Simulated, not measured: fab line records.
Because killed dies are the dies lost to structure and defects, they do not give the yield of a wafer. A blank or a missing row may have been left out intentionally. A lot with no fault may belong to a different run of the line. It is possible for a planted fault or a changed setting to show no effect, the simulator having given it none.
Struck lot and sound lot, side by side :: flow nandHarc :: 15 steps out of a route of 1159
Sound: the wafers L100.3, L100.4, L100.5. Struck: wafers L108.4, L108.6. (L108.5 of the same lot was not struck and is left out.) The cause comes at the end.
Per side, at each step with rows, come the tool, then ch with its chambers, and then its first start. Under that, the readings that differ: sound wafers :: struck wafers :: difference of the means :: sigmas: that difference in standard deviations of wafers without a fault.
alike: a reading whose means differ by less than 2 such deviations, as well as words and numbers matching on both sides. not compared: withheld readings; readings where some wafer has no value; bounds like >300 that might hide an equal value; numbers whose values overlap and for which the record gives no deviation.
The two part at a step that has a row with sigmas, a row that says differs or no value, or rows on one side only. When numbers do not overlap yet have no deviation, they are printed without sigmas and do not part them. A reading missing from all wafers of one side parts the sides only when that side holds two or more wafers.

first, 3 steps without rows for these wafers: NHARC_A_CONTACT_ETCH_77 (etches the open film in CF4/CHF3, target depth 72.6 nm, time 36.3 s); NHARC_A_CONTACT_ETCH_78 (etches the open film in O2/COS, target depth 2800 nm, time 728 s); NHARC_A_CONTACT_ETCH_124 (etches the open film in C4F8/O2/Ar, time 140 s, target depth 700 nm).
NHARC_A_CONTACT_ETCH_125: etches the open film in C4F8/O2/Ar, time 155 s, target depth 956 nm.
  sound on harCapEtch-02 ch 0,1, day 17 03:25; struck on harCapEtch-01 ch 0,1, day 19 05:25
  not compared: rfHoursCounterH, runLengthS
NHARC_A_CONTACT_ETCH_126: etches the open film in C4F8/O2/Ar, time 155 s, target depth 956 nm.
  sound on harCapEtch-02 ch 0,1, day 17 03:34; struck on harCapEtch-01 ch 0,1, day 19 05:34
  not compared: rfHoursCounterH, runLengthS
then, 1 step without rows for these wafers: NHARC_A_CONTACT_ETCH_127 (etches the open film in C4F8/O2/Ar, time 155 s, target depth 956 nm).
NHARC_A_CONTACT_ETCH_128: etches the open film in C4F8/O2/Ar, time 155 s, target depth 956 nm.
  sound on harCapEtch-02 ch 0,1, day 17 03:51; struck on harCapEtch-01 ch 0,1, day 19 05:51
  not compared: rfHoursCounterH, runLengthS
then, 1 step without rows for these wafers: NHARC_A_CONTACT_ETCH_129 (etches the open film in C4F8/O2/Ar, time 155 s, target depth 956 nm).
NHARC_A_CONTACT_ETCH_130: etches the open film in C4F8/O2/Ar, time 155 s, target depth 956 nm.
  sound on harCapEtch-02 ch 0,1, day 17 04:08; struck on harCapEtch-01 ch 0,1, day 19 06:08
  not compared: rfHoursCounterH, runLengthS
NHARC_A_CONTACT_ETCH_131: etches the open film in C4F8/O2/Ar, time 155 s, target depth 956 nm.
  sound on harCapEtch-02 ch 0,1, day 17 04:17; struck on harCapEtch-01 ch 0,1, day 19 06:16
  not compared: rfHoursCounterH, runLengthS
then, 2 steps without rows for these wafers: NHARC_A_CONTACT_ETCH_132 (etches the open film in C4F8/O2/Ar, time 156 s, target depth 958 nm); NHARC_A_CONTACT_ETCH_133 (etches the open film in C4F8/O2/Ar, time 195 s, target depth 840 nm).
NHARC_A_CONTACT_ETCH_91: etches the open film in CH3F/O2, target depth 40 nm, time 85.7 s.
  sound on rieDiel-03 ch 1,2,3, day 17 05:06; struck on rieDiel-03 ch 0,1, day 19 07:18
reading: runLengthS (s)
sound: 106.8 107.0 107.3
struck: 74.3 75.0
difference: -32.4
sigmas: -95
  alike: drypumpMotorCurrentA, oesProductAu, rfVppV, showerheadPlenumPTorr, throttleValvePct
  not compared: rfHoursCounterH
then, 1 step without rows for these wafers: NHARC_A_CONTACT_ETCH_97 (etches the open film in C4F6/O2, target depth 20 nm, time 10 s).
NHARC_END_SORT_01:
  the record has rows for the sound wafers here (prober-02 ch 0, day 20 02:48) and none for the struck ones

WHERE THEY PART
Earliest at NHARC_A_CONTACT_ETCH_91; latest, in this record, at NHARC_END_SORT_01.

WHY: what had been put in by the simulator
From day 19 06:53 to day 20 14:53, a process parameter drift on rieDiel-03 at NHARC_A_CONTACT_ETCH_91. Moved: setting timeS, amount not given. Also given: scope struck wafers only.
